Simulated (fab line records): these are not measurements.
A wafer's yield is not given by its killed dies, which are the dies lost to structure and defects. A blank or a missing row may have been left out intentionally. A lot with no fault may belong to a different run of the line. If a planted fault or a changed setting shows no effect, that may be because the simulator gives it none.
Problem report in the 8D (eight disciplines) form, filled by code :: flow n5_finfet :: the parts of the form that need people (team, actions taken, sign-off) are left out
Where a reading is given only as a bound, like >300, the bound stands for it, and a mean or a difference that rests on one is marked > or <: the true number lies beyond.

## 1. WHAT IS WRONG
raw_defect_count at N5_BEOL_M12_INSPECT_55 reads a mean of 452 on 6 wafers of 2 lots; wafers without a fault read 68 with a standard deviation of 27. Measured from the usual mean, that is +14 standard deviations.
The step: inspects for defects (darkfield).
First observed at day 15 07:47: wafer L995.1, on defect_inspect-02. Wafers with a number at this step in the record: 30, from 10 lots. The rule behind "out" and "out of limits": a value lying over 4 standard deviations away from the usual mean. The other wafers with a number count as sound.

## 2. WHAT IT IS; WHAT IT IS NOT
question: which readings at this step
is: raw_defect_count
is not: -

question: which lots
is: L995, L997
is not: L101, L978, L980, L981, L982, L985, L987, L999

question: which wafers of those lots
is: all that have a number
is not: -

question: read on which gauges
is: defect_inspect-02
is not: defect_inspect-01

question: when
is: from day 15 07:47
is not: up to then (18 sound wafers); but 6 sound wafers of L101, L999 came after

## 3. WHAT RULES OUT EACH SUSPECT
Counting: any tool at a process step up to the reading is kept as a suspect provided that every lot that is out went through it and no sound lot did after the first of them.
- ruled out: the gauge at N5_BEOL_M12_INSPECT_55. All the wafers that are out were read on defect_inspect-02, but those of them that N5_PASSIVATION_PROBE_49 has rows for are out there too, on other tools.
- plasma_asher-02 at N5_BEOL_M12_STRIP_37 (strips in N2/H2): ruled out as a lasting fault. After its first lot that is out, L995 (day 15 03:37), sound lots L999, L101 ran on it.
- pecvd-02 at N5_BEOL_M12_PRE_CLEAN_52 (time 15 s): kept. It ran every lot that is out, first L995 (day 15 07:41), and no sound lot after that; its last sound lot up to then is L987 (day 13 13:28).
Remaining after the count: pecvd-02 at N5_BEOL_M12_PRE_CLEAN_52.

## 4. THE CAUSE (what the simulator had put in)
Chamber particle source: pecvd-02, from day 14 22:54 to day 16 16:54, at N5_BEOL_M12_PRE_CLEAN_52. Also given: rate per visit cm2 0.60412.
This tool alone remained once counting was done.

## 5. THE CHAIN OF EFFECTS, in route order
Rows list readings where the struck wafers' mean (over those with a number) sits beyond 3 standard deviations from the usual. Only readings for which the record gives a usual standard deviation are gone through. hours: the time from each lot's start at the first step in this table that gives one to its start at this step, as a median over the lots. sigmas: the change in usual standard deviations.
hours: 0
step: N5_BEOL_M12_INSPECT_55
reading: raw_defect_count
usual: 68
on struck wafers: 452
change: +384
sigmas: +14

hours: 1
step: N5_BEOL_M13_INSPECT_12
reading: raw_defect_count
usual: 2.0
on struck wafers: >300
change: >+298
sigmas: +99 or more

hours: 34
step: N5_PASSIVATION_PROBE_49
reading: defect_limited_yield
usual: 91.3 %
on struck wafers: 84.6
change: -6.7
sigmas: -4.8

hours: 34
step: N5_PASSIVATION_PROBE_49
reading: killed_at_M4_up
usual: 13
on struck wafers: 108
change: +95
sigmas: +18

hours: 34
step: N5_PASSIVATION_PROBE_49
reading: killed_dies
usual: 103
on struck wafers: 181
change: +78
sigmas: +4.6

hours: 34
step: N5_PASSIVATION_PROBE_49
reading: sort_bin_5_function
usual: 5.2 %
on struck wafers: 9.7
change: +4.5
sigmas: +5.0

hours: 34
step: N5_PASSIVATION_PROBE_49
reading: sort_n_pass
usual: 1077
on struck wafers: 999
change: -78
sigmas: -4.6

hours: 34
step: N5_PASSIVATION_PROBE_49
reading: sort_yield_pct
usual: 91.3 %
on struck wafers: 84.6
change: -6.7
sigmas: -4.8
It contains these process steps:
- N5_PASSIVATION_PROBE_49

## 6. HOW IT WOULD HAVE BEEN CAUGHT EARLIER
Counted from the fault's start at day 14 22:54, it took 9 hours until the first out-of-limits reading at a measuring or inspecting step in this record, taken at day 15 07:47.
L997, from the lots that are out (2), started N5_BEOL_M12_PRE_CLEAN_52 on pecvd-02 later than day 15 07:47. A tool hold placed at that time would have kept it from harm.
